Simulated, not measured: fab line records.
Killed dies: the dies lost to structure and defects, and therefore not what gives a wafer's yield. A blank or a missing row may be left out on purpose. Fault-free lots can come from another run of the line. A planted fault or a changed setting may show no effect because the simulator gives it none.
Chamber matching | flow n5Finfet | N5_DUMMY_REMOVAL_STRIP_10 on rieDiel-05: 4 sister chambers
The step strips in N2/H2, time 40 s. 14 wafers are shown with their chamber, then 7 later ones without.

WAFERS, EACH WITH ITS CHAMBER
wafer  | chamber | showerheadPlenumPTorr (Torr) | throttleValvePct (%) | oesProductAu (a.u.)
L815.3 | 0       | 3.32                         | 12.28                | 0.93
L815.5 | 3       | 3.35                         | 12.20                | 0.73
L815.6 | 0       | 3.32                         | 12.29                | 0.92
L817.1 | 1       | 3.58                         | 11.84                | 0.91
L817.3 | 2       | 3.57                         | 12.09                | 0.90
L817.5 | 0       | 3.32                         | 12.29                | 0.92
L823.2 | 0       | 3.31                         | 12.32                | 0.90
L823.5 | 1       | 3.57                         | 11.87                | 0.90
L823.6 | 0       | 3.31                         | 12.32                | 0.90
L825.1 | 2       | 3.57                         | 12.13                | 0.87
L825.4 | 0       | 3.31                         | 12.32                | 0.89
L825.5 | 1       | 3.57                         | 11.89                | 0.88
L827.1 | 2       | 3.56                         | 12.14                | 0.87
L827.2 | 0       | 3.30                         | 12.34                | 0.88

SIGNATURES (means of the wafers above)
reading               | chamber 0 | chamber 1 | chamber 2 | chamber 3 | scatter within a chamber
showerheadPlenumPTorr | 3.3129    | 3.5733    | 3.5667    | 3.3500    | 0.0069
throttleValvePct      | 12.3086   | 11.8667   | 12.1200   | 12.2000   | 0.0236
oesProductAu          | 0.9057    | 0.8967    | 0.8800    | 0.7300    | 0.0174
Rule: a wafer lies at a distance from a chamber equal to the root of the sum of squares, over the readings, of (its reading less the chamber's mean, divided by the reading's scatter). If the next closest chamber is less than 2 further off than the closest, the wafer can't be placed; otherwise it belongs to the closest. The scatter is the square root of a quotient: the sum, over the shown wafers, of each reading's squared deviation from its chamber's mean, divided by wafers minus chambers.

WAFERS MISSING THEIR CHAMBER
wafer  | showerheadPlenumPTorr (Torr) | throttleValvePct (%) | oesProductAu (a.u.)
L827.4 | 3.33                         | 12.26                | 0.71
L828.1 | 3.31                         | 12.35                | 0.88
L828.2 | 3.33                         | 12.25                | 0.71
L828.3 | 3.56                         | 12.14                | 0.87
L835.1 | 3.55                         | 12.18                | 0.84
L835.3 | 3.33                         | 12.29                | 0.70
L835.6 | 3.33                         | 12.28                | 0.70

WHICH CHAMBER EACH ONE RAN IN
wafer  | from the rows above | in truth
L827.4 | 3                   | 3
L828.1 | 0                   | 0
L828.2 | 3                   | 3
L828.3 | 2                   | 2
L835.1 | 2                   | 2
L835.3 | 3                   | 3
L835.6 | 3                   | 3
Correct placement for 7 of the 7. Not placeable from these rows: 0. Number placed wrongly: 0.
